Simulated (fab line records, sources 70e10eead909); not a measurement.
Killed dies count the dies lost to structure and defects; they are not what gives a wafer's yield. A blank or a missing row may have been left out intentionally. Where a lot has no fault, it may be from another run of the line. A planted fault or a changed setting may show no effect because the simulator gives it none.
A lot that was struck, set against a sound lot | flow nand_harc | 22 out of 1302 route steps
Sound: the wafers L999.1, L999.4, L999.6. Struck: wafers L109.3, L109.4, L109.5. The cause comes at the end.
Per side, at each step with rows, come the tool, then ch with its chambers, and then its first start. Under that, the readings that differ: sound wafers | struck wafers | difference of the means | sigmas: that difference in standard deviations of wafers without a fault.
alike: same words and numbers on both sides, and readings whose means sit less than 2 such deviations apart. not compared: any withheld reading, any reading some wafer has no value for, any bound like >300 that may hide the same value, and any number with overlapping values for which the record gives no deviation.
Wherever a step has rows on one side only, a row that says differs or no value, or a row with sigmas, the two part there. Numbers that don't overlap but have no deviation are shown without sigmas and don't part them. Lack of a reading on every wafer of one side parts them only where that side has two or more wafers.

NHARC_P_CONTACT_CMP_24: polishes, t overpolish 30 s, target thk 200 nm.
  sound on cmp-01 ch 0,1,2, day 10 20:40; struck on cmp-04 ch 2,3, day 15 02:11
  alike: motor_current_A, overpolish_run_s, slurry_filter_dp_kPa, time_to_endpoint_s
then, 1 step without rows for these wafers: NHARC_P_CONTACT_SRD_26.
NHARC_P_CONTACT_INSPECT_27:
  sound on defect_inspect-02 at day 10 21:04; struck on defect_inspect-02 at day 15 02:35
  alike: raw_defect_count
then, 8 steps without rows for these wafers: NHARC_P_M0_DEP_00 (deposits SiOC, target thk 150 nm); NHARC_P_M0_DEHYDRATE_01 (time 120 s); NHARC_P_M0_HMDS_02 (time 30 s); NHARC_P_M0_COAT_33 (time 65 s); NHARC_P_M0_COAT_03 (resist thk 90 nm); NHARC_P_M0_SOFTBAKE_04 (time 55 s); NHARC_P_M0_EBR_05; NHARC_P_M0_EXPOSE_06 (exposes mask P M0, target cd 90 nm).
NHARC_P_M0_PEB_07: peb time 65 s.
  sound on litho_track-01 ch 0, day 10 21:53; struck on litho_track-04 ch 0, day 15 03:17
  reading                  | sound             | struck            | difference | sigmas
  heater_power_total_W (W) | 156.0 157.1 156.1 | 167.9 166.8 167.3 | +10.9      | +25
then, 1 step without rows for these wafers: NHARC_P_M0_DEVELOP_08 (develop time 35 s).
NHARC_P_M0_CD_MEAS_09 targets a cd of 90 nm.
  sound on cd_sem-01 ch 0, day 10 21:58; struck on cd_sem-02 ch 0, day 15 03:22
  reading    | sound          | struck         | difference | sigmas
  cd_nm (nm) | 89.1 88.9 88.8 | 86.5 86.5 87.4 | -2.1       | -3
NHARC_P_M0_OVL_MEAS_10: pitch 180 nm.
  sound on overlay-01 at day 10 22:04; struck on overlay-01 at day 15 03:27
  reading           | sound        | struck         | difference | sigmas
  overlay_y_nm (nm) | 0.2 0.3 -0.1 | -1.8 -1.1 -2.0 | -1.8       | -3
  alike: overlay_x_nm
NHARC_P_M0_INSPECT_11:
  sound on defect_inspect-01 at day 10 22:06; struck on defect_inspect-02 at day 15 03:29
  alike: raw_defect_count
NHARC_P_M0_DESCUM_14: chemistry O2, time 3 s.
  sound on rie_diel-13 ch 0,2,3, day 10 22:10; struck on rie_diel-08 ch 0,2,3, day 15 03:33
  reading               | sound             | struck           | difference | sigmas
  model.P_M0.cd_nm (nm) | 88.73 88.92 88.61 | 86.41 86.5 87.78 | -1.86      |
  alike: chamber_pressure_mTorr, drypump_motor_current_A, o2_flow_sccm, oes_product_au, rf_vpp_V, showerhead_plenum_p_Torr, throttle_valve_pct
  not compared: rf_hours_counter_h
NHARC_P_M0_ETCH_34: etches the open film in N2/H2, target depth 40 nm, overetch 12 nm, time 43.94 s.
  sound on rie_diel-13 ch 1,2, day 10 22:15; struck on rie_diel-08 ch 0,2,3, day 15 03:38
  alike: chamber_pressure_mTorr, drypump_motor_current_A, oes_product_au, rf_fwd_power_W, rf_vpp_V, showerhead_plenum_p_Torr, throttle_valve_pct
  not compared: rf_hours_counter_h
NHARC_P_M0_ETCH_15: etches the open film in C4F8/Ar, target depth 150 nm, overetch 15 nm, time 82.5 s.
  sound on rie_diel-13 ch 1,2,3; struck on rie_diel-08 ch 1,3
  reading               | sound             | struck            | difference | sigmas
  model.P_M0.cd_nm (nm) | 89.37 89.08 88.82 | 86.07 86.53 87.35 | -2.44      |
  alike: chamber_pressure_mTorr, oes_product_au, rf_fwd_power_W, rf_vpp_V
  not compared: rf_hours_counter_h
NHARC_P_M0_CD_MEAS_16:
  sound on cd_sem-01 at day 10 22:28; struck on cd_sem-01 at day 15 03:51
  reading    | sound          | struck         | difference | sigmas
  cd_nm (nm) | 89.5 89.1 89.1 | 86.3 86.2 87.0 | -2.7       | -3
NHARC_P_M0_STRIP_18: strips in N2/H2.
  sound on rie_diel-13 ch 1,3, day 10 22:34; struck on rie_diel-08 ch 0,2, day 15 03:56
  alike: chamber_pressure_mTorr, drypump_motor_current_A, oes_product_au, power_w, rf_fwd_power_W, rf_vpp_V, showerhead_plenum_p_Torr, throttle_valve_pct
  not compared: rf_hours_counter_h
then, 1 step without rows for these wafers: NHARC_END_SORT_01.

WHERE THEY PART
At NHARC_P_M0_PEB_07 first; at NHARC_P_M0_CD_MEAS_16 last (within this record only). Later steps at which nothing parts them and some readings are alike: NHARC_P_M0_STRIP_18.

WHY: what the simulator had put in
Process parameters drifting: litho_track-04 at NHARC_P_M0_PEB_07, beginning at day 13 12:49. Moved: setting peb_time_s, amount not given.
